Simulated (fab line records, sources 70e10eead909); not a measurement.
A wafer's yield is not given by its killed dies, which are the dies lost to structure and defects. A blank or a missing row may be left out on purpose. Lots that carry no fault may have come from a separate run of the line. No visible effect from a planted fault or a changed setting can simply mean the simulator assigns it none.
Which tool did it?	flow nand_harc	Sampling: 24 lots, 72 wafers, 4 of 1159 route steps

WHAT THE GAUGES READ, wafer by wafer
NHARC_P_M2_THK_MEAS_24: measures by xrf.
lot	measured	on	thk_nm (nm)
L074	day 6 12:35	film_metro-02	146.5 142.5 144.9
L076	day 6 18:50	film_metro-02	144.5 143.7 143.2
L075	day 6 19:27	film_metro-02	143.6 143.1 143.8
L077	day 6 23:38	film_metro-02	143.4 143.4 143.3
L079	day 7 04:17	film_metro-02	141.1 143.4 143.7
L078	day 7 07:41	film_metro-01	143.7 142.3 147.0
L080	day 7 19:37	film_metro-02	145.9 144.5 145.5
L081	day 8 05:02	film_metro-01	146.0 142.8 142.4
L082	day 8 09:58	film_metro-02	141.4 145.6 144.6
L083	day 8 14:05	film_metro-02	142.1 141.4 145.3
L084	day 8 15:16	film_metro-01	143.7 144.7 146.7
L087	day 9 09:23	film_metro-02	143.2 141.3 143.0
L088	day 9 09:43	film_metro-01	144.1 142.6 142.3
L086	day 9 11:56	film_metro-01	144.3 144.1 144.8
L085	day 9 22:56	film_metro-02	145.3 144.8 144.1
L089	day 10 06:08	film_metro-02	142.8 143.2 146.8
L091	day 10 09:42	film_metro-01	142.5 145.2 143.0
L090	day 10 10:32	film_metro-01	144.0 145.0 145.3
L093	day 10 22:22	film_metro-02	145.4 145.4 147.8
L092	day 11 03:49	film_metro-01	146.2 144.0 143.6
L094	day 11 08:34	film_metro-01	146.1 146.2 146.4
L097	day 11 22:17	film_metro-01	145.6 144.2 145.1
L095	day 11 22:56	film_metro-01	142.5 144.7 144.2
L096	day 12 04:18	film_metro-01	144.9 145.8 145.2

WHICH TOOL RAN EACH LOT (tool, then ch and the chambers of the sampled wafers, then the start)
lot	NHARC_P_M2_ETCH_28	NHARC_P_M2_PRE_CLEAN_30	NHARC_P_M2_PVD_21
L074	rie_diel-09 ch 0,3, day 6 12:35 or earlier	pvd_sputter-03, day 6 12:35 or earlier	pvd_sputter-03, day 6 12:35 or earlier
L076	rie_diel-09 ch 0,1, day 6 18:50 or earlier	pvd_sputter-01, day 6 18:50 or earlier	pvd_sputter-01, day 6 18:50 or earlier
L075	rie_diel-09 ch 0,1,3, day 6 19:27 or earlier	pvd_sputter-03, day 6 19:27 or earlier	pvd_sputter-03, day 6 19:27 or earlier
L077	rie_diel-08 ch 0,1,3, day 6 23:38 or earlier	pvd_sputter-01, day 6 23:38 or earlier	pvd_sputter-01, day 6 23:38 or earlier
L079	rie_diel-09 ch 1,2,3, day 7 04:17 or earlier	pvd_sputter-01, day 7 04:17 or earlier	pvd_sputter-01, day 7 04:17 or earlier
L078	rie_diel-09 ch 1,2,3, day 7 07:41 or earlier	pvd_sputter-01, day 7 07:41 or earlier	pvd_sputter-01, day 7 07:41 or earlier
L080	rie_diel-04 ch 0,2,3, day 7 19:37 or earlier	pvd_sputter-03, day 7 19:37 or earlier	pvd_sputter-03, day 7 19:37 or earlier
L081	rie_diel-09 ch 1,2,3, day 8 05:02 or earlier	pvd_sputter-02, day 8 05:02 or earlier	pvd_sputter-02, day 8 05:02 or earlier
L082	rie_diel-09 ch 0,2, day 8 09:58 or earlier	pvd_sputter-03, day 8 09:58 or earlier	pvd_sputter-03, day 8 09:58 or earlier
L083	rie_diel-04 ch 2,3, day 8 14:05 or earlier	pvd_sputter-02, day 8 14:05 or earlier	pvd_sputter-02, day 8 14:05 or earlier
L084	rie_diel-09 ch 0,1,3, day 8 15:16 or earlier	pvd_sputter-03, day 8 15:16 or earlier	pvd_sputter-03, day 8 15:16 or earlier
L087	rie_diel-04 ch 0,2, day 9 09:23 or earlier	pvd_sputter-01, day 9 09:23 or earlier	pvd_sputter-01, day 9 09:23 or earlier
L088	rie_diel-09 ch 0,2,3, day 9 09:43 or earlier	pvd_sputter-03, day 9 09:43 or earlier	pvd_sputter-03, day 9 09:43 or earlier
L086	rie_diel-08 ch 0,1,3, day 9 11:56 or earlier	pvd_sputter-01, day 9 11:56 or earlier	pvd_sputter-01, day 9 11:56 or earlier
L085	rie_diel-08 ch 0,1,2, day 9 22:56 or earlier	pvd_sputter-01, day 9 22:56 or earlier	pvd_sputter-01, day 9 22:56 or earlier
L089	rie_diel-08 ch 0,1,3, day 10 06:08 or earlier	pvd_sputter-03, day 10 06:08 or earlier	pvd_sputter-03, day 10 06:08 or earlier
L091	rie_diel-09 ch 2,3, day 10 09:42 or earlier	pvd_sputter-02, day 10 09:42 or earlier	pvd_sputter-02, day 10 09:42 or earlier
L090	rie_diel-09 ch 1,2,3, day 10 10:32 or earlier	pvd_sputter-02, day 10 10:32 or earlier	pvd_sputter-02, day 10 10:32 or earlier
L093	rie_diel-09 ch 0,2, day 10 22:22 or earlier	pvd_sputter-01, day 10 22:22 or earlier	pvd_sputter-01, day 10 22:22 or earlier
L092	rie_diel-04 ch 0,2,3, day 11 03:49 or earlier	pvd_sputter-01, day 11 03:49 or earlier	pvd_sputter-01, day 11 03:49 or earlier
L094	rie_diel-09 ch 0,2,3, day 11 08:34 or earlier	pvd_sputter-02, day 11 08:34 or earlier	pvd_sputter-02, day 11 08:34 or earlier
L097	rie_diel-08 ch 0,3, day 11 22:17 or earlier	pvd_sputter-02, day 11 22:17 or earlier	pvd_sputter-02, day 11 22:17 or earlier
L095	rie_diel-04 ch 2,3, day 11 22:56 or earlier	pvd_sputter-01, day 11 22:56 or earlier	pvd_sputter-01, day 11 22:56 or earlier
L096	rie_diel-09 ch 1,2, day 12 04:18 or earlier	pvd_sputter-01, day 12 04:18 or earlier	pvd_sputter-01, day 12 04:18 or earlier
- NHARC_P_M2_ETCH_28: etches the open film in CF4/N2, target depth 30 nm, time 72.99 s.
- NHARC_P_M2_PRE_CLEAN_30: time 30 s.
- NHARC_P_M2_PVD_21: deposits Cu, target thk 30 nm, time 20.49 s.

WHAT THE TOOLS THEMSELVES READ (means of the sampled wafers that have a number; where no wafer has one, the mark that the record gives instead)
NHARC_P_M2_ETCH_28.
lot	tool	drypump_motor_current_A (A)	oes_product_au (a.u.)	rf_vpp_V (V)	showerhead_plenum_p_Torr (Torr)	throttle_valve_pct (%)
L074	rie_diel-09	6.3	1.005	313.8	2.66	19.789
L076	rie_diel-09	5.8	0.995	313.2	2.64	19.789
L075	rie_diel-09	6.0	0.998	314.2	2.65	19.789
L077	rie_diel-08	6.2	0.996	313.6	2.55	19.796
L079	rie_diel-09	5.8	1.003	313.1	2.58	19.789
L078	rie_diel-09	5.7	1.002	313.3	2.58	19.796
L080	rie_diel-04	5.8	0.991	316.2	2.76	19.790
L081	rie_diel-09	5.7	1.001	313.7	2.58	19.793
L082	rie_diel-09	5.8	0.986	314.4	2.62	19.793
L083	rie_diel-04	5.7	0.984	316.7	2.80	19.790
L084	rie_diel-09	6.1	0.991	314.3	2.65	19.797
L087	rie_diel-04	5.6	1.002	317.4	2.78	19.791
L088	rie_diel-09	6.0	1.002	315.1	2.64	19.801
L086	rie_diel-08	6.2	0.995	312.9	2.55	19.793
L085	rie_diel-08	5.8	1.000	313.6	2.64	19.791
L089	rie_diel-08	6.2	0.993	313.0	2.55	19.789
L091	rie_diel-09	6.0	1.002	312.4	2.59	19.790
L090	rie_diel-09	5.7	1.003	313.3	2.58	19.795
L093	rie_diel-09	6.1	0.990	316.1	2.69	19.791
L092	rie_diel-04	5.8	0.994	316.0	2.75	19.794
L094	rie_diel-09	6.1	1.003	314.3	2.64	19.788
L097	rie_diel-08	6.3	1.015	313.3	2.53	19.797
L095	rie_diel-04	5.9	1.002	316.3	2.74	19.797
L096	rie_diel-09	5.4	0.984	313.7	2.57	19.792

NHARC_P_M2_PRE_CLEAN_30.
lot	tool	heater_power_w (W)
L074	pvd_sputter-03	417
L076	pvd_sputter-01	391
L075	pvd_sputter-03	452
L077	pvd_sputter-01	426
L079	pvd_sputter-01	429
L078	pvd_sputter-01	418
L080	pvd_sputter-03	379
L081	pvd_sputter-02	431
L082	pvd_sputter-03	439
L083	pvd_sputter-02	467
L084	pvd_sputter-03	460
L087	pvd_sputter-01	416
L088	pvd_sputter-03	416
L086	pvd_sputter-01	430
L085	pvd_sputter-01	451
L089	pvd_sputter-03	420
L091	pvd_sputter-02	426
L090	pvd_sputter-02	441
L093	pvd_sputter-01	421
L092	pvd_sputter-01	432
L094	pvd_sputter-02	424
L097	pvd_sputter-02	430
L095	pvd_sputter-01	407
L096	pvd_sputter-01	442

NHARC_P_M2_PVD_21.
lot	tool	chamber_pressure_pa (Pa)	throttle_valve_pct (%)
L074	pvd_sputter-03	5.007	30.6
L076	pvd_sputter-01	5.004	30.3
L075	pvd_sputter-03	4.993	30.4
L077	pvd_sputter-01	5.004	30.6
L079	pvd_sputter-01	5.003	30.0
L078	pvd_sputter-01	4.996	30.2
L080	pvd_sputter-03	5.007	30.6
L081	pvd_sputter-02	5.013	29.2
L082	pvd_sputter-03	4.995	30.2
L083	pvd_sputter-02	4.993	29.0
L084	pvd_sputter-03	5.001	30.5
L087	pvd_sputter-01	5.002	30.5
L088	pvd_sputter-03	4.984	30.2
L086	pvd_sputter-01	4.998	30.1
L085	pvd_sputter-01	4.984	30.3
L089	pvd_sputter-03	5.000	30.4
L091	pvd_sputter-02	4.998	30.3
L090	pvd_sputter-02	4.998	28.9
L093	pvd_sputter-01	5.001	30.4
L092	pvd_sputter-01	5.004	30.4
L094	pvd_sputter-02	5.013	28.7
L097	pvd_sputter-02	4.996	29.3
L095	pvd_sputter-01	4.999	30.8
L096	pvd_sputter-01	5.000	31.0

THE ANSWER, worked out from the rows above alone
Rule: what is usual is taken from the lots themselves. The widest of any qualifying gaps counts: lots, ordered by their means at a reading, are off when they make up no more than a third of the lots, leave a main group of 4 or more, and stand apart from it by 3 or more times the standard deviation of that group's means. A main group whose means are all the same, to the digits that the tables above print for the reading, isn't used. A lot without any number at a reading at which 4 lots or more have one is off too. All remaining lots with rows at the step are treated as sound. After the gauges, taken in route order, come the tools' own readings; for these a lot's mean is taken, as printed above. At the first step where some lot is off, the reading lying furthest off is the one used; lots without a number count as furthest.
Across all readings shown, no lot is off: no conclusion can be drawn from this.

WHAT THE SIMULATOR HAD INSERTED
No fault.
